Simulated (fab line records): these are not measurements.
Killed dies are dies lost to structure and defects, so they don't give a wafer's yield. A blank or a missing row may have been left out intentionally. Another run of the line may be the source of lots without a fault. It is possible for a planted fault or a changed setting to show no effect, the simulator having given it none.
A lot that was struck, set against a sound lot    flow n5-finfet    15 out of 1938 route steps
Sound: these wafers, L173.3, L173.4, L173.5. Struck: wafers L179.2, L179.5. At the end, the cause is stated.
Per side, at each step with rows, come the tool, then ch with its chambers, and then its first start. Under that, the readings that differ: sound wafers    struck wafers    difference of the means    sigmas: that difference in standard deviations of wafers without a fault.
alike: readings whose means differ by less than 2 such deviations, and words and numbers that are the same on both sides. not compared: withheld readings, readings that some wafer has no value for, bounds like >300 that may hide the same value, and numbers for which the record gives no deviation and whose values overlap.
The two part at a step that has a row with sigmas, a row that says differs or no value, or rows on one side only. Numbers that have no deviation but don't overlap get no sigmas and don't part them. Lack of a reading on every wafer of one side parts them only where that side has two or more wafers.

first, 1 step without rows for these wafers: N5_BEOL_M11_DEVELOP_27 (develop time 30 s).
N5_BEOL_M11_CD_MEAS_28: target cd 70 nm.
  sound on cd-sem-02 ch 0, day 13 20:31; struck on cd-sem-03 ch 0, day 15 04:13
  alike: cd-nm
N5_BEOL_M11_OVL_MEAS_29:
  sound on overlay-02 ch 0, day 13 20:32; struck on overlay-01 ch 0, day 15 04:14
reading       sound           struck    difference  sigmas
V10_OVL (nm)  -1.0 -0.7 -1.5  -0.2 1.1  +1.5        +2
N5_BEOL_M11_INSPECT_30: inspects for defects (brightfield).
  sound: defect-inspect-01 at day 13 20:34; struck: defect-inspect-01 at day 15 04:16
  alike: raw-defect-count
N5_BEOL_M11_DESCUM_33: chemistry O2, time 7.9 s.
  sound on rie-diel-04 ch 1,2, day 13 20:36; struck on rie-diel-04 ch 1, day 15 04:33
  alike: drypump-motor-current-A, oes-product-au, rf-vpp-V, showerhead-plenum-p-Torr, temp-c, throttle-valve-pct
  not compared: rf-hours-counter-h
then, 1 step without rows for these wafers: N5_BEOL_M11_ETCH_65 (etches SiARC in CF4, target depth 39 nm, time 65 s).
N5_BEOL_M11_ETCH_66: etches SOC in N2/H2, target depth 120 nm, overetch 24 nm, time 180 s.
  sound on rie-diel-04 ch 1,2, day 13 20:41; struck on rie-diel-04 ch 1, day 15 04:38
  alike: drypump-motor-current-A, h2-flow-sccm, oes-product-au, rf-vpp-V, run-length-s, showerhead-plenum-p-Torr, temp-c, throttle-valve-pct
  not compared: rf-hours-counter-h
then, 1 step without rows for these wafers: N5_BEOL_M11_STRIP_69 (strips in N2/H2).
N5_BEOL_M11_VIA_ETCH_34: etches SiCOH lowk in C4F6/O2, target depth 184.5 nm, time 69.2 s.
  sound on rie-diel-04 ch 1,2, day 13 20:49; struck on rie-diel-04 ch 1, day 15 04:46
  alike: drypump-motor-current-A, oes_f_703_au, oes-product-au, rf-vpp-V, run-length-s, showerhead-plenum-p-Torr, throttle-valve-pct
  not compared: rf-hours-counter-h
then, 1 step without rows for these wafers: N5_BEOL_M11_STRIP_73 (strips in C4F6/O2).
N5_BEOL_M11_STRIP_36: strips in N2/H2.
  sound on rie-diel-04 ch 1,2, day 13 20:52; struck on rie-diel-04 ch 1, day 15 04:49
  alike: drypump-motor-current-A, h2-flow-sccm, oes-product-au, power-w, rf-vpp-V, showerhead-plenum-p-Torr, temp-c, throttle-valve-pct
  not compared: rf-hours-counter-h
then, 1 step without rows for these wafers: N5_BEOL_M11_TRENCH_ETCH_37 (etches SiCOH lowk in C4F6/O2, target depth 148.83 nm, time 48 s).
N5_BEOL_M11_ETCH_41: etches SiCN in CH3F/O2, target depth 42.6 nm, time 86 s.
  sound on rie-diel-04 ch 1,2, day 13 20:57; struck on rie-diel-04 ch 1, day 15 04:55
reading                   sound              struck       difference  sigmas
run-length-s (s)          109.2 108.8 109.5  115.6 115.8  +6.5        +13
model.etch.depth-nm (nm)  33.57 31.88 33.28  35.18 35.32  +2.34       
  alike: drypump-motor-current-A, oes-product-au, rf-vpp-V, showerhead-plenum-p-Torr, throttle-valve-pct
  not compared: rf-hours-counter-h
N5_BEOL_M11_STRIP_77: strips in N2/H2, time 10 s.
  sound: rie-diel-04 ch 1,2; struck: rie-diel-04 ch 1
  alike: drypump-motor-current-A, h2-flow-sccm, oes-product-au, rf-vpp-V, showerhead-plenum-p-Torr, temp-c, throttle-valve-pct
  not compared: rf-hours-counter-h
N5_PASSIVATION_PROBE_49:
  sound: prober-02 at day 15 13:50; struck: prober-01 at day 17 03:40
reading             sound  struck  difference  sigmas
killed-at-contacts  7 7 4  21 20   +14         +2
  alike: defect-limited-yield, killed_at_M0_to_M3, killed_at_M4_up, killed-at-front-end, killed-at-other, killed-dies, killed-open, killed-short, sort_bin_5_function, sort_bin_6_memory, sort_bin_8_speed, sort-n-pass, sort-yield-pct

== WHERE THEY PART ==
At N5_BEOL_M11_OVL_MEAS_29 first; at N5_PASSIVATION_PROBE_49 last (within this record only).

WHY: what had been put in by the simulator
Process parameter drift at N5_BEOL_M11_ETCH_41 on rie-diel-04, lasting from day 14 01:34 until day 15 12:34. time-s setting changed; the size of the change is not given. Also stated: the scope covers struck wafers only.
